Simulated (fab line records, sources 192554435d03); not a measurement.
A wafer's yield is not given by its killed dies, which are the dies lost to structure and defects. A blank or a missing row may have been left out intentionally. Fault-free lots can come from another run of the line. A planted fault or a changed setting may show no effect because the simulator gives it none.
Which tool is to blame? | flow n5-finfet | 72 wafers from 24 lots sampled at 3 of the route's 1938 steps

== WHAT THE GAUGES READ, wafer by wafer ==
N5_BEOL_M2_THK_MEAS_53: measures by xrf.
lot  | measured     | on            | M2_THK (nm)
L075 | day 6 19:19  | film-metro-01 | 39.1 38.6 38.8
L074 | day 6 22:23  | film-metro-02 | 37.6 40.7 39.8
L076 | day 7 07:19  | film-metro-01 | 41.4 40.0 39.2
L077 | day 7 11:50  | film-metro-01 | 40.8 41.9 39.4
L078 | day 8 05:00  | film-metro-02 | 40.3 40.5 39.8
L079 | day 8 13:03  | film-metro-01 | 41.1 41.2 41.2
L080 | day 8 16:28  | film-metro-02 | 40.4 40.1 39.2
L082 | day 8 19:26  | film-metro-02 | 36.2 39.8 39.4
L081 | day 8 21:55  | film-metro-01 | 40.5 38.9 36.3
L083 | day 9 00:43  | film-metro-01 | 40.5 35.5 40.1
L084 | day 9 01:54  | film-metro-01 | 40.5 39.5 41.5
L085 | day 9 18:20  | film-metro-01 | 42.4 41.4 41.3
L086 | day 9 22:07  | film-metro-01 | 40.8 41.6 39.3
L087 | day 10 00:17 | film-metro-01 | 37.6 41.0 42.4
L088 | day 10 06:51 | film-metro-02 | 40.0 42.3 39.0
L089 | day 11 00:01 | film-metro-02 | 36.5 38.6 36.4
L090 | day 10 21:14 | film-metro-01 | 41.3 41.7 41.9
L091 | day 11 04:50 | film-metro-02 | 39.7 39.0 37.5
L092 | day 11 22:58 | film-metro-01 | 40.6 40.8 41.7
L093 | day 11 23:26 | film-metro-02 | 40.0 40.7 39.2
L094 | day 11 23:38 | film-metro-02 | 40.3 37.3 38.3
L095 | day 12 04:08 | film-metro-01 | 38.7 39.3 40.8
L096 | day 12 07:49 | film-metro-02 | 42.4 42.7 42.1
L097 | day 12 10:12 | film-metro-02 | 38.2 40.0 38.9

== EACH LOT AND THE TOOL THAT RAN IT (in order: tool; ch and the chambers of the sampled wafers; start) ==
lot  | N5_BEOL_M2_ETCH_41                            | N5_BEOL_M2_ANNEAL_89
L075 | rie-diel-05 ch 1,2, day 6 17:31 or earlier    | pvd-sputter-01, day 6 17:31
L074 | rie-diel-04 ch 0,2, day 6 20:42 or earlier    | pvd-sputter-03, day 6 20:42
L076 | rie-diel-04 ch 0,1,2, day 7 05:43 or earlier  | pvd-sputter-02, day 7 05:43
L077 | rie-diel-03 ch 1,2, day 7 09:58 or earlier    | pvd-sputter-01, day 7 09:58
L078 | rie-diel-03 ch 0,3, day 8 02:58 or earlier    | pvd-sputter-03, day 8 02:58
L079 | rie-diel-03 ch 0,2,3, day 8 11:28 or earlier  | pvd-sputter-03, day 8 11:28
L080 | rie-diel-04 ch 1,3, day 8 14:53 or earlier    | pvd-sputter-02, day 8 14:53
L082 | rie-diel-05 ch 2,3, day 8 17:51 or earlier    | pvd-sputter-01, day 8 17:51
L081 | rie-diel-05 ch 0,2,3, day 8 20:20 or earlier  | pvd-sputter-02, day 8 20:20
L083 | rie-diel-05 ch 0,1,3, day 8 23:08 or earlier  | pvd-sputter-02, day 8 23:08
L084 | rie-diel-04 ch 0,1,3, day 9 00:19 or earlier  | pvd-sputter-03, day 9 00:19
L085 | rie-diel-05 ch 0,3, day 9 16:45 or earlier    | pvd-sputter-03, day 9 16:45
L086 | rie-diel-05 ch 0,1,3, day 9 20:32 or earlier  | pvd-sputter-02, day 9 20:32
L087 | rie-diel-05 ch 0,2,3, day 9 22:41 or earlier  | pvd-sputter-01, day 9 22:41
L088 | rie-diel-05 ch 0,1,3, day 10 05:16 or earlier | pvd-sputter-01, day 10 05:16
L089 | rie-diel-05 ch 0,2,3, day 10 22:25 or earlier | pvd-sputter-01, day 10 22:25
L090 | rie-diel-04 ch 0,2, day 10 19:38 or earlier   | pvd-sputter-02, day 10 19:38
L091 | rie-diel-05 ch 0,1,3, day 11 03:14 or earlier | pvd-sputter-01, day 11 03:14
L092 | rie-diel-04 ch 0,2, day 11 21:23 or earlier   | pvd-sputter-02, day 11 21:23
L093 | rie-diel-05 ch 1,3, day 11 21:46 or earlier   | pvd-sputter-01, day 11 21:46
L094 | rie-diel-04 ch 0,1,2, day 11 21:59 or earlier | pvd-sputter-03, day 11 21:59
L095 | rie-diel-03 ch 0,2,3, day 12 02:23 or earlier | pvd-sputter-01, day 12 02:23
L096 | rie-diel-03 ch 0,2, day 12 06:10 or earlier   | pvd-sputter-01, day 12 06:10
L097 | rie-diel-05 ch 0,3, day 12 08:26 or earlier   | pvd-sputter-01, day 12 08:26
- N5_BEOL_M2_ETCH_41: etches SiCN in CH3F/O2, target depth 29.9 nm, time 52.5 s.
- N5_BEOL_M2_ANNEAL_89: time 240 s.

== AS READ BY THE TOOLS THEMSELVES (means over the sampled wafers that have a number; for cases with no such wafer, the mark the record gives instead) ==
N5_BEOL_M2_ETCH_41.
lot  | tool        | drypump-motor-current-A (A) | oes-product-au (a.u.) | rf-vpp-V (V) | showerhead-plenum-p-Torr (Torr) | throttle-valve-pct (%)
L075 | rie-diel-05 | 5.4                         | 0.85                  | 296.5        | 1.95                            | 16.02
L074 | rie-diel-04 | 5.8                         | 0.90                  | 296.8        | 1.95                            | 16.32
L076 | rie-diel-04 | 6.0                         | 0.85                  | 297.3        | 2.00                            | 16.33
L077 | rie-diel-03 | 5.7                         | 0.77                  | 297.4        | 1.98                            | 16.28
L078 | rie-diel-03 | 6.0                         | 0.82                  | 297.4        | 1.96                            | 16.35
L079 | rie-diel-03 | 6.2                         | 0.81                  | 296.6        | 1.96                            | 16.29
L080 | rie-diel-04 | 6.1                         | 0.76                  | 298.5        | 2.08                            | 16.59
L082 | rie-diel-05 | 5.5                         | 0.74                  | 297.4        | 2.01                            | 16.28
L081 | rie-diel-05 | 5.4                         | 0.78                  | 298.2        | 2.01                            | 16.10
L083 | rie-diel-05 | 5.6                         | 0.82                  | 296.9        | 2.02                            | 16.18
L084 | rie-diel-04 | 6.0                         | 0.84                  | 298.2        | 2.05                            | 16.48
L085 | rie-diel-05 | 5.6                         | 0.76                  | 298.3        | 2.05                            | 16.26
L086 | rie-diel-05 | 5.6                         | 0.82                  | 297.7        | 2.02                            | 16.20
L087 | rie-diel-05 | 5.4                         | 0.78                  | 297.4        | 2.01                            | 16.12
L088 | rie-diel-05 | 5.6                         | 0.82                  | 298.2        | 2.02                            | 16.20
L089 | rie-diel-05 | 5.5                         | 0.76                  | 297.0        | 2.01                            | 16.14
L090 | rie-diel-04 | 5.7                         | 0.94                  | 297.3        | 2.02                            | 16.20
L091 | rie-diel-05 | 5.6                         | 0.79                  | 298.2        | 2.01                            | 16.22
L092 | rie-diel-04 | 5.8                         | 0.92                  | 299.1        | 2.08                            | 16.06
L093 | rie-diel-05 | 5.7                         | 0.75                  | 297.6        | 2.01                            | 16.42
L094 | rie-diel-04 | 6.0                         | 0.89                  | 298.5        | 2.07                            | 16.23
L095 | rie-diel-03 | 6.2                         | 0.78                  | 296.6        | 1.96                            | 16.34
L096 | rie-diel-03 | 6.3                         | 0.81                  | 295.6        | 1.95                            | 16.24
L097 | rie-diel-05 | 5.6                         | 0.73                  | 298.7        | 2.04                            | 16.31

N5_BEOL_M2_ANNEAL_89.
lot  | tool           | heater-power-w (W)
L075 | pvd-sputter-01 | 790
L074 | pvd-sputter-03 | 816
L076 | pvd-sputter-02 | 735
L077 | pvd-sputter-01 | 843
L078 | pvd-sputter-03 | 825
L079 | pvd-sputter-03 | 855
L080 | pvd-sputter-02 | 759
L082 | pvd-sputter-01 | 779
L081 | pvd-sputter-02 | 740
L083 | pvd-sputter-02 | 737
L084 | pvd-sputter-03 | 849
L085 | pvd-sputter-03 | 811
L086 | pvd-sputter-02 | 730
L087 | pvd-sputter-01 | 821
L088 | pvd-sputter-01 | 829
L089 | pvd-sputter-01 | 802
L090 | pvd-sputter-02 | 740
L091 | pvd-sputter-01 | 811
L092 | pvd-sputter-02 | 749
L093 | pvd-sputter-01 | 779
L094 | pvd-sputter-03 | 848
L095 | pvd-sputter-01 | 772
L096 | pvd-sputter-01 | 840
L097 | pvd-sputter-01 | 818

== THE ANSWER, worked out from the rows above alone ==
Rule: usual is defined by the lots themselves. Put in order of their means at a reading, lots are off if they are a third of the lots or fewer, leave a main group of 4 or more, and stand apart from it by a gap of 3 or more times the standard deviation of the main group's means; of several such gaps the widest counts. If all means in a main group match to the digits the tables above print for the reading, that group is not used. Also off: a lot with no number at a reading for which 4 or more lots have one. Any other lot the step has rows for is counted as sound. First the gauges in route order, then the tools' own readings, where a lot's mean is used as printed above. At the first step where some lot is off, the reading lying furthest off is the one used; lots without a number count as furthest.
None of the lots is off at any reading shown; this tells nothing.

== WHAT THE SIMULATOR PUT IN ==
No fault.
